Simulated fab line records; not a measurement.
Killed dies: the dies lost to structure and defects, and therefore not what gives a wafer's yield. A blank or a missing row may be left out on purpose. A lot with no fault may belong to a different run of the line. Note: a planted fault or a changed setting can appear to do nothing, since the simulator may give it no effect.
Problem report in the 8D (eight disciplines) form, filled by code -- flow n5_finfet -- the parts of the form that need people (team, actions taken, sign-off) are left out

## 1. THE ISSUE
N5_BEOL_M9_OCD_MEAS_38, trench_depth_nm: mean 120.8 nm on 2 wafers (1 lot); fault-free wafers 150.1 nm, standard deviation 2.5. Measured from the usual mean, that is -12 standard deviations.
The first sign was on wafer L427.1 at day 13 12:19, on ocd-01. Wafers with a number at this step in the record: 20, from 7 lots. The rule behind "out" and "out of limits": a value lying over 4 standard deviations away from the usual mean. The other wafers with a number count as sound.

## 2. WHAT IT IS; WHAT IT IS NOT
question,is,is not
which readings at this step,trench_depth_nm,-
which lots,L427,"L415, L416, L417, L432, L434, L435"
which wafers of those lots,all that have a number,-
read on which gauges,ocd-01,ocd-02
when,from day 13 12:19,"up to then (9 sound wafers); but 9 sound wafers of L432, L434, L435 came after"

## 3. SUSPECTS, AND WHAT RULES EACH OUT
Counting: a tool at a process step up to the reading stays a suspect if it ran every lot that is out and no sound lot after the first of them.
- ruled out: the gauge at N5_BEOL_M9_OCD_MEAS_38. All the wafers that are out were read on ocd-01, but those of them that N5_BEOL_M9_THK_MEAS_53 has rows for are out there too, on other tools.
- rie_diel-02 at N5_BEOL_M9_STRIP_36 (strips in N2/H2): kept. It ran the lot that is out, L427 (day 13 12:06), and no sound lot after that; its last sound lot up to then is L416 (day 11 10:34).
- rie_diel-02 at N5_BEOL_M9_TRENCH_ETCH_37 (etches SiCOH lowk in C4F6/O2, target depth 151.43 nm, time 49 s): kept. It ran the lot that is out, L427 (day 13 12:08), and no sound lot after that; its last sound lot up to then is L416 (day 11 10:36).
After counting, rie_diel-02 at N5_BEOL_M9_STRIP_36 and rie_diel-02 at N5_BEOL_M9_TRENCH_ETCH_37 remain.

## 4. THE CAUSE (what the simulator had put in)
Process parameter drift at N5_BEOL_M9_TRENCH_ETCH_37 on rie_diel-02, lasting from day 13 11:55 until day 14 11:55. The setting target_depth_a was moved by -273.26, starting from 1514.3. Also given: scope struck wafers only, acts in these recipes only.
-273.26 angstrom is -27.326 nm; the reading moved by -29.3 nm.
Counting leaves 2 suspects; this tool is one of them.

## 5. THE EFFECT CHAIN, in route order
Each row: a reading whose mean over the struck wafers that have a number lies more than 3 standard deviations from the usual. Only readings whose record carries a usual standard deviation are examined. hours: median over the lots of the time between each lot's start at the first step of this table that gives one and its start at this step. sigmas: the change, counted in usual standard deviations.
hours,step,reading,usual,on struck wafers,change,sigmas
0,N5_BEOL_M9_OCD_MEAS_38,trench_depth_nm,150.1 nm,120.8,-29.3,-12
3,N5_BEOL_M9_THK_MEAS_53,M9_THK,140.9 nm,111.9,-29.0,-10
3,N5_BEOL_M9_RS_MEAS_57,M9_RS,0.153 ohm/sq,0.199,+0.046,+14
45,N5_BEOL_M15_RC_MEAS_101,SERP_M9,3.10 ohm/um,4.05,+0.95,+13
45,N5_BEOL_M15_RC_MEAS_101,SERP_M9_max_site,3.19 ohm/um,4.20,+1.01,+12
Later measuring or inspecting steps at which every struck wafer that the step has a row for has a number for every such reading, and none has moved that far: N5_BEOL_M9_CD_MEAS_35.

## 6. HOW IT WOULD HAVE BEEN CAUGHT EARLIER
The first out-of-limits reading at a measuring or inspecting step in this record came at day 13 12:19, 0 hours after the fault's start at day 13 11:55.
An alarm limit of 4 standard deviations would not have fired on the tool readings at N5_BEOL_M9_TRENCH_ETCH_37 for which the record gives a usual standard deviation, since none of them was out on any struck wafer.
By day 13 12:19 the whole set of lots that are out, 1 in number, had already begun N5_BEOL_M9_TRENCH_ETCH_37 on rie_diel-02. A hold on the tool at that time would have spared none of them.
